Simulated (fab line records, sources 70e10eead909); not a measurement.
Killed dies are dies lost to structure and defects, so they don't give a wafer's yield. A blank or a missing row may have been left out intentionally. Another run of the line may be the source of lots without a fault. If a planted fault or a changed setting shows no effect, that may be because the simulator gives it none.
fab line records | flow nand_harc
[record] lots = 6 wafers = 18 last_day = 25
route steps=1159 shown A_M1@1032 A_BONDPAD@1059 END@1159
lots that met no fault: taken from a fault-free run of the same line
start_h: hours from the record's first day to the start of the lot's first wafer shown | wait_h: time in hours since the lot's previous step | " identical to the entry in the row above | L1.1+2: a row that stands for several wafers | - either no value or no given start | * or withheld: withheld | < > ~ a bound
route shown NAME@n: names a module that has steps shown in the file, with the first one's number in the route | usual: mean/standard deviation taken from wafers without a fault | same: alike in all rows | chamber/n: place in a boat | sites: readings site by site | _std_site: how widely they spread, as a standard deviation | _edge_site: mean of outer sites minus mean of inner sites | radius_mm: how far each site lies from the wafer's centre | mask NAME#n: copy n | behind: the last tool/chamber to shape the wafer | hold: cause of the lot's hold/its duration in hours/its outcome | device: whichever transistor did not switch (one of n, p or np) | end of line: the same wafers' tests at the end of the route | a step with no rows: only its recipe | killed: dies lost to structure and defects at the first sort, not the wafer's yield | map: per-die view of a wafer (x killed, . not killed, _ where there is no die)
set.NAME: the setting as run; set.NAME@STEP: as run at that earlier step | model.NAME: the simulator's own value behind a step, which no gauge read
lots at selected steps of the route; one table per step, one row per wafer
services: when a tool's chamber went out of use (start_h, in hours from the record's first day, below 0 if earlier), for how many hours, and the reason
[[steps]]
[step NHARC_A_M1_EBR_05]
[step NHARC_A_M1_EXPOSE_06]
[recipe] na = 1.35 target_cd_nm = 120 dose_mj = 75.13 mask_id = A_M1
[step NHARC_A_M1_PEB_07]
[recipe] peb_temp_c = 100 peb_time_s = 65
[step NHARC_A_M1_DEVELOP_08]
[recipe] develop_time_s = 35 dev_temp_c = 23
[step NHARC_A_M1_CD_MEAS_09]
[recipe] target_cd_nm = 120 landing_energy_ev = 500
[usual] cd_nm = 119.9/0.8
// columns lot.wafer tool chamber start_h wait_h cd_nm
L395.2 cd_sem-02 0 453.72 - 118.7
L395.3 " 0 " " 119.9
L395.6 " 0 " " 119.9
L394.1 cd_sem-02 0 464.66 - 119.5
L394.3 " 0 " " 119.5
L394.5 " 0 " " 120.4
L397.2 cd_sem-02 0 474.00 - 121.0
L397.4 " 0 " " 120.3
L397.6 " 0 " " 119.4
L405.4 cd_sem-01 0 524.15 - 119.8
L405.5 " 0 " " 120.3
L405.6 " 0 " " 118.6
L404.1 cd_sem-01 0 532.89 - 120.5
L404.2 " 0 " " 121.1
L404.6 " 0 " " 120.1
L408.1 cd_sem-02 0 557.43 - 118.1
L408.4 " 0 " " 118.8
L408.5 " 0 " " 119.1
[step NHARC_A_M1_OVL_MEAS_10]
[recipe] pitch_nm = 240
[usual] overlay_x_nm = 0.0/0.66 overlay_y_nm = 0.1/0.84
// columns lot.wafer tool chamber start_h wait_h overlay_x_nm overlay_y_nm
L395.2 overlay-02 - 453.81 - -0.1 0.2
L395.3 " - " " 0.3 0.3
L395.6 " - " " 0.1 -0.3
L394.1 overlay-01 - 464.75 - 0.4 1.2
L394.3 " - " " 0.2 1.6
L394.5 " - " " 0.8 0.9
L397.2 overlay-01 - 474.08 - 0.6 -0.9
L397.4 " - " " 0.7 -0.3
L397.6 " - " " 0.7 -0.5
L405.4 overlay-01 - 524.23 - 0.8 -1.8
L405.5 " - " " 0.9 -1.2
L405.6 " - " " 0.9 -1.1
L404.1 overlay-01 - 532.98 - 0.4 0.7
L404.2 " - " " 0.6 0.8
L404.6 " - " " 0.5 1.3
L408.1 overlay-02 - 557.52 - -0.5 -0.7
L408.4 " - " " -1.2 -1.4
L408.5 " - " " -0.1 -0.8
[step NHARC_A_M1_INSPECT_11]
[usual] raw_defect_count = 30/13
// columns lot.wafer tool chamber start_h wait_h raw_defect_count
L395.2 defect_inspect-02 - 453.85 0.0 11
L395.3 " - " " 18
L395.6 " - " " 12
L394.1 defect_inspect-01 - 464.79 0.0 37
L394.3 " - " " 55
L394.5 " - " " 45
L397.2 defect_inspect-01 - 474.14 0.1 11
L397.4 " - " " 11
L397.6 " - " " 17
L405.4 defect_inspect-01 - 524.27 0.0 36
L405.5 " - " " 29
L405.6 " - " " 49
L404.1 defect_inspect-02 - 533.01 0.0 53
L404.2 " - " " 43
L404.6 " - " " 45
L408.1 defect_inspect-02 - 557.56 0.0 44
L408.4 " - " " 36
L408.5 " - " " 28
[step NHARC_A_M1_DESCUM_14]
[recipe] time_s = 3 o2_flow_sccm = 200 ar_flow_sccm = 0 bias_power_w = 0 chemistry = O2
[step NHARC_A_M1_ETCH_35]
[recipe] target_depth_a = 400 overetch_a = 120 time_s = 43.94 ion_energy_ev = 200 n2_flow_sccm = 150 h2_flow_sccm = 150 ar_flow_sccm = 0 rf_w = 400 bias_w = 150 chemistry = N2/H2
[step NHARC_A_M1_ETCH_15]
[recipe] target_depth_a = 1825 time_s = 91.2 c4f8_flow_sccm = withheld ar_flow_sccm = 400 rf_w = 600 bias_w = 300 chemistry = C4F8/Ar
[usual] bias_w = 299.9/0.89 oes_product_au = 0.952/0.024 rf_vpp_V = 441.1/3
// columns lot.wafer tool chamber start_h wait_h bias_w oes_product_au rf_hours_counter_h rf_vpp_V
L395.3 rie_diel-12 2 - - 298.7 0.996 2 440.5
L395.2 " 0 " " 300.7 0.969 2 442.6
L395.6 " 2 " " 298.7 1.004 - 439.7
L394.1 rie_diel-05 2 - - 299.1 0.979 8 444.4
L394.3 " 0 " " 299.0 0.967 7 442.3
L394.5 " 2 " " 300.1 0.977 - 445.6
L397.4 rie_diel-02 0 - - 298.8 0.919 9 441.9
L397.2 " 3 " " 300.1 0.933 10 444.9
L397.6 " 1 " " 301.7 0.915 - 436.4
L405.4 rie_diel-02 2 - - 299.6 0.953 0 440.5
L405.5 " 0 " " 300.7 0.971 - 441.9
L405.6 " 1 " " 299.7 0.982 - 437.0
L404.1 rie_diel-12 1 - - 299.7 0.935 4 438.0
L404.2 " 2 " " 300.1 0.933 4 439.9
L404.6 " 0 " " 299.7 0.907 - 442.5
L408.4 rie_diel-02 0 - - 299.8 0.968 2 441.3
L408.1 " 1 " " 298.1 0.961 2 435.2
L408.5 " 0 " " 298.9 0.973 - 441.2
[step NHARC_A_M1_CD_MEAS_16]
[usual] cd_nm = 120.1/0.97
// columns lot.wafer tool chamber start_h wait_h cd_nm
L395.2 cd_sem-01 - 454.21 - 118.7
L395.3 " - " " 120.6
L395.6 " - " " 119.3
L394.1 cd_sem-02 - 465.16 - 119.9
L394.3 " - " " 120.7
L394.5 " - " " 120.5
L397.2 cd_sem-01 - 474.51 - 122.2
L397.4 " - " " 121.9
L397.6 " - " " 120.6
L405.4 cd_sem-03 - 524.65 - 120.4
L405.5 " - " " 120.1
L405.6 " - " " 119.8
L404.1 cd_sem-03 - 533.38 - 120.1
L404.2 " - " " 120.8
L404.6 " - " " 121.1
L408.1 cd_sem-02 - 557.93 - 118.3
L408.4 " - " " 118.4
L408.5 " - " " 119.7
[step NHARC_A_M1_STRIP_18]
[recipe] power_w = 1000 n2_flow_sccm = 150 h2_flow_sccm = 150 ar_flow_sccm = 0 bias_w = 0 chemistry = N2/H2
[usual] drypump_motor_current_A = 5.7/0.44 oes_product_au = 1.001/0.014 rf_vpp_V = 90.6/1 showerhead_plenum_p_Torr = 2.04/0.098 throttle_valve_pct = 14.171/0.0095
[same] bias_w = 0
// columns lot.wafer tool chamber start_h wait_h drypump_motor_current_A oes_product_au rf_hours_counter_h rf_vpp_V showerhead_plenum_p_Torr throttle_valve_pct
L395.3 rie_diel-02 0 454.29 0.1 5.7 0.993 7 90.5 2.07 14.155
L395.2 " 2 " " 6.3 1.016 8 90.7 2.03 14.172
L395.6 " 0 " " 5.7 1.009 - 91.3 2.07 14.170
L394.3 rie_diel-02 2 465.24 0.1 6.3 1.001 8 89.0 2.03 14.191
L394.1 " 3 " " 5.8 0.994 8 93.1 2.18 14.148
L394.5 " 3 " " 5.8 1.006 - 92.2 2.18 14.174
L397.2 rie_diel-05 1 474.58 0.1 5.7 0.997 8 88.5 1.91 14.158
L397.4 " 2 " " 5.5 1.018 9 90.0 2.14 14.161
L397.6 " 2 " " 5.5 1.015 - 90.4 2.14 14.178
L405.4 rie_diel-12 0 524.80 0.1 5.0 0.993 4 90.8 2.11 14.156
L405.6 " 1 " " 5.2 1.004 - 91.1 1.98 14.168
L405.5 " 2 " " 6.4 1.024 - 91.1 1.99 14.174
L404.2 rie_diel-12 0 533.45 0.1 5.0 0.988 4 90.8 2.11 14.170
L404.1 " 2 " " 6.4 1.024 4 90.7 1.99 14.187
L404.6 " 0 " " 5.0 0.989 - 90.9 2.11 14.164
L408.4 rie_diel-02 2 558.00 0.1 6.3 0.997 2 89.1 2.03 14.160
L408.1 " 3 " " 5.8 1.020 2 91.2 2.17 14.178
L408.5 " 3 " " 5.8 1.013 - 93.7 2.17 14.163
[step NHARC_A_M1_ETCH_28]
[recipe] target_depth_a = 300 over_etch_frac = 0.3 time_s = 72.99 ion_energy_ev = 150 cf4_flow_sccm = 50 n2_flow_sccm = 100 ar_flow_sccm = 150 rf_w = 300 bias_w = 100 chemistry = CF4/N2
[usual] bias_w = 99.98/0.29 drypump_motor_current_A = 5.7/0.43 oes_product_au = 1.000/0.015 rf_vpp_V = 314.4/2.3 showerhead_plenum_p_Torr = 2.64/0.12 throttle_valve_pct = 19.795/0.0091
// columns lot.wafer tool chamber start_h wait_h bias_w drypump_motor_current_A oes_product_au rf_hours_counter_h rf_vpp_V showerhead_plenum_p_Torr throttle_valve_pct
L395.3 rie_diel-02 2 454.53 - 99.49 6.3 1.016 8 314.9 2.61 19.791
L395.2 " 0 " " 99.92 5.7 1.002 7 314.7 2.66 19.789
L395.6 " 2 " " 99.44 6.3 1.014 - 313.7 2.61 19.804
L394.3 rie_diel-02 2 465.49 - 99.95 6.3 1.024 9 312.4 2.61 19.784
L394.1 " 3 " " 99.89 5.8 1.025 8 318.0 2.79 19.796
L394.5 " 0 " " 99.52 5.7 0.992 - 314.4 2.66 19.787
L397.2 rie_diel-05 2 474.83 - 100.02 5.5 1.015 9 315.5 2.75 19.795
L397.4 " 3 " " 100.15 6.1 0.970 8 313.2 2.50 19.795
L397.6 " 2 " " 99.80 5.5 1.016 - 315.9 2.75 19.794
L405.4 rie_diel-12 2 524.98 - 100.06 6.4 1.021 4 313.3 2.57 19.793
L405.5 " 3 " " 99.67 5.6 0.980 - 319.0 2.81 19.792
L405.6 " 0 " " 100.03 5.0 0.977 - 315.9 2.70 19.782
L404.1 rie_diel-12 0 533.69 - 100.58 5.0 0.979 4 315.3 2.70 19.798
L404.2 " 3 " " 99.83 5.6 0.985 4 318.3 2.81 19.803
L404.6 " 0 " " 100.26 5.0 0.994 - 314.4 2.70 19.798
L408.1 rie_diel-02 1 558.27 - 100.07 5.6 0.997 2 311.0 2.45 19.788
L408.5 " 1 " " 100.36 5.6 1.000 - 310.7 2.45 19.789
L408.4 " 0 " " 100.41 5.6 0.988 - 313.8 2.66 19.798
[step NHARC_A_M1_STRIP_19]
[recipe] time_s = 600 temp_c = 30 chemistry = post_etch_residue_remover
[step NHARC_A_M1_DEGAS_29]
[recipe] temp_c = 250 time_s = 60
[step NHARC_A_M1_PRE_CLEAN_30]
[recipe] time_s = 30 temp_c = 280 gas = H2/He
[step NHARC_A_M1_PVD_20]
[recipe] target_thk_a = 50 bias_v = 168.6 power_w = 15000 chamber_pressure_pa = 0.12 time_s = 8.06 substrate_temp_c = 50 material = TaN
[step NHARC_A_M1_PVD_21]
[recipe] target_thk_a = 300 chamber_pressure_pa = 5 power_w = 5000 substrate_temp_c = 30 time_s = 20.49 material = Cu
[step NHARC_A_M1_ECD_22]
[recipe] target_thk_a = 4000 bath_temp_c = 25 material = Cu
[step NHARC_A_M1_ANNEAL_31]
[recipe] temp_c = 225 time_s = 90
[step NHARC_A_M1_CMP_23]
[recipe] t_overpolish_s = 20 target_thk_nm = 154.34
[step NHARC_A_M1_THK_MEAS_24]
[recipe] thk_meas_gauge = xrf
[usual] thk_nm = 154.4/1.6
// columns lot.wafer tool chamber start_h wait_h thk_nm
L395.2 film_metro-01 - 456.34 - 155.8
L395.3 " - " " 155.5
L395.6 " - " " 154.0
L394.1 film_metro-02 - 467.32 - 157.2
L394.3 " - " " 152.6
L394.5 " - " " 153.8
L397.2 film_metro-01 - 476.69 - 152.6
L397.4 " - " " 152.3
L397.6 " - " " 155.5
L405.4 film_metro-02 - 526.79 - 156.6
L405.5 " - " " 152.4
L405.6 " - " " 158.3
L404.1 film_metro-01 - 535.73 - 153.4
L404.2 " - " " 153.9
L404.6 " - " " 152.1
L408.1 film_metro-01 - 560.43 - 153.8
L408.4 " - " " 153.1
L408.5 " - " " 154.2
[step NHARC_A_M1_SRD_25]
[step NHARC_A_M1_PRE_CLEAN_32]
[recipe] time_s = 12 temp_c = 370 rf_power_w = 300 gas = NH3
[usual] heater_power_w = 615/65
// columns lot.wafer tool chamber start_h wait_h heater_power_w
L395.2 pecvd-02 0 456.80 0.3 563
L395.3 " 1 " " 614
L395.6 " 1 " " 603
L394.1 pecvd-03 0 467.55 0.1 600
L394.3 " 2 " " 580
L394.5 " 2 " " 588
L397.2 pecvd-02 2 476.93 0.1 627
L397.6 " 0 " " 557
L397.4 " 1 " " 640
L405.4 pecvd-03 0 527.95 1.0 663
L405.6 " 1 " " 711
L405.5 " 2 " " 545
L404.2 pecvd-03 0 535.97 0.1 709
L404.1 " 1 " " 710
L404.6 " 2 " " 550
L408.1 pecvd-03 0 560.66 0.1 699
L408.4 " 0 " " 697
L408.5 " 1 " " 690
[step NHARC_A_M1_DEP_33]
[recipe] target_thk_a = 300 temp_c = 370 target_thk_nm = 30 pressure_torr = 3 flow_sccm = 200 rf_w = 450 material = SiCN
[usual] heater_power_w = 565/55
// columns lot.wafer tool chamber start_h wait_h heater_power_w
L395.2 pecvd-02 0 456.91 0.1 516
L395.3 " 1 " " 586
L395.6 " 1 " " 615
L394.1 pecvd-03 0 467.63 0.1 542
L394.3 " 2 " " 538
L394.5 " 2 " " 555
L397.2 pecvd-02 2 477.01 0.1 606
L397.6 " 0 " " 489
L397.4 " 1 " " 552
L405.4 pecvd-03 0 528.12 0.2 589
L405.6 " 1 " " 581
L405.5 " 2 " " 541
L404.2 pecvd-03 0 536.08 0.1 680
L404.1 " 1 " " 594
L404.6 " 2 " " 501
L408.1 pecvd-03 0 560.74 0.1 662
L408.4 " 0 " " 662
L408.5 " 1 " " 545
[step NHARC_A_BONDPAD_DEP_00]
[recipe] target_thk_a = 2500 temp_c = 370 target_thk_nm = 250 pressure_torr = 3 flow_sccm = 200 rf_w = 450 material = SiCN
[step NHARC_A_BONDPAD_CMP_29]
[recipe] target_thk_nm = 200 material = SiCN
[usual] edge_zone_pressure_frac = 1.000/0.0049 motor_current_A = 12.0/1.2
// columns lot.wafer tool chamber start_h wait_h edge_zone_pressure_frac motor_current_A
L395.3 cmp-02 1 457.88 - 0.999 12.6
L395.2 " 2 " " 1.002 12.6
L395.6 " 3 " " 1.000 11.1
L394.1 cmp-04 0 468.67 - 0.988 12.7
L394.3 " 2 " " 1.005 9.1
L394.5 " 3 " " 1.001 13.1
L397.2 cmp-04 2 477.99 - 1.006 9.2
L397.4 " 3 " " 1.007 13.5
L397.6 " 1 " " 1.004 14.4
L405.4 cmp-04 1 529.00 - 1.000 13.2
L405.5 " 3 " " 0.998 13.4
L405.6 " 0 " " 1.010 11.8
L404.2 cmp-04 2 537.18 0.4 0.999 9.6
L404.1 " 0 " " 0.992 12.4
L404.6 " 2 " " 0.991 9.3
L408.4 cmp-02 0 561.83 - 0.992 11.7
L408.1 " 1 " " 1.006 12.1
L408.5 " 0 " " 1.011 11.0
[step NHARC_A_BONDPAD_THK_MEAS_30]
[recipe] thk_meas_gauge = ellipsometry
[usual] thk_nm = 199.7/1.9
// columns lot.wafer tool chamber start_h wait_h thk_nm
L395.2 film_metro-02 - 458.08 0.2 196.2
L395.3 " - " " 201.3
L395.6 " - " " 199.2
L394.1 film_metro-02 - 468.90 0.2 199.0
L394.3 " - " " 195.4
L394.5 " - " " 197.5
L397.2 film_metro-02 - 478.23 0.2 200.0
L397.4 " - " " 197.2
L397.6 " - " " 201.0
L405.4 film_metro-01 - 529.20 0.2 201.4
L405.5 " - " " 199.6
L405.6 " - " " 199.1
L404.1 film_metro-01 - 537.41 0.1 201.3
L404.2 " - " " 198.9
L404.6 " - " " 200.5
L408.1 film_metro-01 - 562.09 0.2 203.2
L408.4 " - " " 202.1
L408.5 " - " " 202.5
[step NHARC_A_BONDPAD_SRD_31]
[step NHARC_A_BONDPAD_DEHYDRATE_01]
[recipe] temp_c = 150 time_s = 120
[step NHARC_A_BONDPAD_HMDS_02]
[recipe] time_s = 30
[step NHARC_A_BONDPAD_COAT_33]
[recipe] temp_c = 200 time_s = 65
[step NHARC_A_BONDPAD_COAT_03]
[recipe] spin_rpm = 2000 resist_thk_nm = 600
[step NHARC_A_BONDPAD_SOFTBAKE_04]
[recipe] temp_c = 125 time_s = 70
[step NHARC_A_BONDPAD_EBR_05]
[step NHARC_A_BONDPAD_EXPOSE_06]
[recipe] na = 0.55 dose_mj = 36.99 mask_id = A_BPAD
[step NHARC_A_BONDPAD_PEB_07]
[recipe] peb_temp_c = 128 peb_time_s = 80
[step NHARC_A_BONDPAD_DEVELOP_08]
[recipe] time_s = 50 dev_temp_c = 22
[step NHARC_A_BONDPAD_CD_MEAS_09]
[recipe] target_cd_nm = 500 landing_energy_ev = 500
[usual] cd_nm = 499.4/2.3
// columns lot.wafer tool chamber start_h wait_h cd_nm
L395.2 cd_sem-01 0 458.65 - 499.7
L395.3 " 0 " " 499.8
L395.6 " 0 " " 499.5
L394.1 cd_sem-01 0 469.34 - 498.6
L394.3 " 0 " " 500.3
L394.5 " 0 " " 499.2
L397.2 cd_sem-03 0 478.81 - 503.3
L397.4 " 0 " " 501.4
L397.6 " 0 " " 498.8
L405.4 cd_sem-01 0 529.78 - 497.5
L405.5 " 0 " " 495.5
L405.6 " 0 " " 498.0
L404.1 cd_sem-03 0 537.97 - 499.3
L404.2 " 0 " " 497.4
L404.6 " 0 " " 494.9
L408.1 cd_sem-03 0 562.66 - 495.7
L408.4 " 0 " " 501.2
L408.5 " 0 " " 499.7
[step NHARC_A_BONDPAD_OVL_MEAS_35]
[usual] overlay_x_nm = 0/5.9 overlay_y_nm = 1/5
// columns lot.wafer tool chamber start_h wait_h overlay_x_nm overlay_y_nm
L395.2 overlay-01 - 458.74 - -2 -1
L395.3 " - " " -1 -1
L395.6 " - " " -2 -1
L394.1 overlay-01 - 469.43 - 0 -1
L394.3 " - " " 0 -1
L394.5 " - " " 0 -1
L397.2 overlay-02 - 478.90 - 8 4
L397.4 " - " " 9 3
L397.6 " - " " 8 3
L405.4 overlay-02 - 529.86 - 7 0
L405.5 " - " " 8 0
L405.6 " - " " 7 0
L404.1 overlay-01 - 538.06 - -1 0
L404.2 " - " " -1 1
L404.6 " - " " -1 0
L408.1 overlay-02 - 562.74 - 12 7
L408.4 " - " " 13 7
L408.5 " - " " 13 7
[step NHARC_END_SORT_01]
[recipe] temp_c = 25
[usual] defect_limited_yield = 95.5/1.5 killed_at_array = 27/10 killed_at_other = 0.6/0.96 killed_at_periphery = 3.4/2.7 killed_dies = 31/10 killed_open = 2.9/1.8 killed_short = 1.8/1.4 sort_bin_2_pct = 1.4/0.66 sort_bin_3_pct = 0.25/0.23 sort_bin_4_pct = 2.8/0.94 sort_n_pass = 646/10 sort_rim_yield_pct = 96.2/2.6 sort_yield_pct = 95.5/1.5
[same] gross_dies = 677 sort_bin_5_pct[%] = 0 sort_bin_6_pct[%] = 0 sort_bin_7_pct[%] = 0 sort_bin_8_pct[%] = 0 sort_rim_n_gross = 106.00
// columns lot.wafer tool chamber start_h wait_h defect_limited_yield[%] killed_at_array killed_at_other killed_at_periphery killed_dies killed_open killed_short sort_bin_2_pct[%] sort_bin_3_pct[%] sort_bin_4_pct[%] sort_n_pass sort_rim_yield_pct[%] sort_yield_pct[%]
L395.2 prober-02 0 493.59 2.8 86.1 90 1 3 94 5 3 5.6 3.40 4.9 583 94.3 86.1
L395.3 prober-02 0 494.40 3.1 84.5 102 0 3 105 1 1 5.3 2.22 8.0 572 98.1 84.5
L395.6 prober-02 0 496.81 4.0 86.0 94 0 1 95 2 2 6.8 2.07 5.2 582 98.1 86.0
L394.1 prober-02 0 501.28 2.5 83.5 109 0 3 112 6 1 6.4 3.55 6.6 565 84.9 83.5
L394.3 prober-02 0 502.88 3.1 81.4 119 0 7 126 10 3 8.0 1.77 8.9 551 89.6 81.4
L394.5 prober-02 0 504.47 3.7 84.8 101 0 2 103 6 1 6.6 1.77 6.8 574 94.3 84.8
// killed by level:class
L395.2 A_M1:unspecified=79 A_STAIRCASE:chamber_film_flake=4 A_CONTACT:geometric_particle:open=2 P_STI:geometric_particle:open=1 P_M0:geometric_particle:open=1 A_SOURCE_PLATE:geometric_particle:short=1 A_ONON_D1:geometric_particle:open=1 A_WL_FILL:geometric_particle:short=1
L395.3 A_M1:unspecified=85 A_STAIRCASE:chamber_film_flake=7 A_CHANNEL_HOLE_D1:chamber_film_flake=4 A_BLC:chamber_film_flake=4 P_M1:chamber_film_flake=2 P_CONTACT:geometric_particle:open=1 A_CONTACT:geometric_particle:short=1 A_SLIT:chamber_film_flake=1
L395.6 A_M1:unspecified=84 A_CHANNEL_HOLE_D1:chamber_film_flake=3 A_STAIRCASE:chamber_film_flake=3 P_GATE:geometric_particle:open=1 A_STAIRCASE:geometric_particle:short=1 A_WL_FILL:geometric_particle:short=1 A_WL_FILL:geometric_particle:open=1 A_BLC:chamber_film_flake=1
L394.1 A_M1:unspecified=76 A_SLIT:chamber_film_flake=13 A_CHANNEL_HOLE_D1:chamber_film_flake=10 A_CONTACT:chamber_film_flake=3 A_M0:geometric_particle:open=2 A_STAIRCASE:chamber_film_flake=2 P_CONTACT:geometric_particle:open=1 P_M1:geometric_particle:open=1
L394.3 A_M1:unspecified=79 A_SLIT:chamber_film_flake=16 A_CHANNEL_HOLE_D1:chamber_film_flake=12 A_STAIRCASE:chamber_film_flake=4 P_M0:geometric_particle:open=3 P_CONTACT:geometric_particle:open=2 P_GATE:geometric_particle:short=1 P_GATE:geometric_particle:open=1
L394.5 A_M1:unspecified=79 A_SLIT:chamber_film_flake=8 A_CHANNEL_HOLE_D1:chamber_film_flake=5 A_STAIRCASE:chamber_film_flake=3 A_CONTACT:geometric_particle:open=2 P_GATE:geometric_particle:open=1 P_M0:geometric_particle:open=1 A_ONON_D1:geometric_particle:open=1
// map L394.3 (x killed, . not)
____________.____________
_________......._________
_______..x.....x.._______
______.............______
_____..............._____
____.................____
____..........x......____
___.............x...x.___
___.....xx........x...___
__...xxx.xxx...........__
__.xx.xxxxxxx..........__
_.x..xxxxxxxx..x........_
_.xxx.xxxxxxx......x...._
_x.x.xxxxxxxx..........._
_....xxxxxxxx.x........._
_x..xxxxxxxx..x........._
......xxxxxxx........x...
.x..x.xxxxxxx............
......xxxxxx.............
.....x..xxx.......x......
.......x.x....x..........
_........x.............._
_........x...x.........._
_..........x.........x.._
_............x.......xxx_
_.x....................._
__....................x__
__..................xxx__
___.................xx___
___.....x..x.......x..___
____................x____
____..x.x............____
_____..............._____
______.............______
_______..........._______
_________......._________
____________.____________
// map L395.3 (x killed, . not)
____________.____________
_________......._________
_______..........._______
______...x.........______
_____..............._____
____.................____
____.................____
___...................___
___x...x..x...........___
__.....xxx.x...........__
__...xxxxxxxx..........__
_..xx.xxxxxx............_
_....xxxxxxxx..........._
_....xxxxxxxx........x.._
_...xxxxxxxxxx.........._
_...xxxxxxxxxx.........._
...x..xxxxxxx............
......xxxxxxxx...........
.......xxxxx.............
......x.x.xx..x....x.....
.......x.xx...........x..
_...........x..........._
_...........x.x........._
_.................x....._
_......................._
_....................x.._
__.....................__
__..........x..........__
___...................___
___...x.........x.....___
____.................____
____...........x.....____
_____..........x...._____
______.....x.......______
_______.......x..._______
_________...x..._________
____________.____________
[[services]]
// columns tool chamber start_h hours kind
rie_diel-02 0 434.90 - clean
rie_diel-02 1 434.90 - clean
rie_diel-02 2 434.90 - clean
rie_diel-02 3 434.90 - clean
rie_diel-02 0 459.40 - clean
rie_diel-02 1 459.40 - clean
rie_diel-02 2 459.40 - clean
cmp-02 - 468.32 0.9 repair
cmp-02 - 473.66 3.9 repair
pecvd-03 - 474.10 13.0 pm
cmp-04 - 481.20 1.2 repair
rie_diel-05 2 489.47 4.9 repair
rie_diel-12 0 489.96 3.9 repair
pecvd-03 - 495.88 3.1 repair
cmp-04 - 497.31 4.0 pm
rie_diel-02 - 504.70 9.0 pm
cmp-04 - 509.81 0.3 repair
pecvd-02 - 515.25 13.0 pm
rie_diel-05 - 517.60 9.0 pm
cmp-02 - 520.50 4.0 pm
pecvd-02 1 528.69 10.7 repair
rie_diel-05 1 533.22 13.6 repair
rie_diel-12 - 534.13 0.4 repair
rie_diel-12 - 556.41 9.0 pm
[[key]]
[first_sign] step = NHARC_END_SORT_01 reading = defect_limited_yield direction = down sigmas = 7.5 usual = 95.5 struck = 84.4
[effect] step = NHARC_END_SORT_01 reading = killed_dies direction = up sigmas = 7.5 usual = 31 struck = 106
[more_kills_born_at] NHARC_A_M1_ETCH_28@rie_diel-02 = 482
met_at NHARC_A_M1_ETCH_28
struck_wafers L394.1,L394.3,L394.5,L395.2,L395.3,L395.6
[fault] kind = chamber_particle_source tool = rie_diel-02 chamber = - onset_h = 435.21 steps = NHARC_A_M1_ETCH_28 rate_per_visit_cm2 = 0.61808 end_h = 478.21
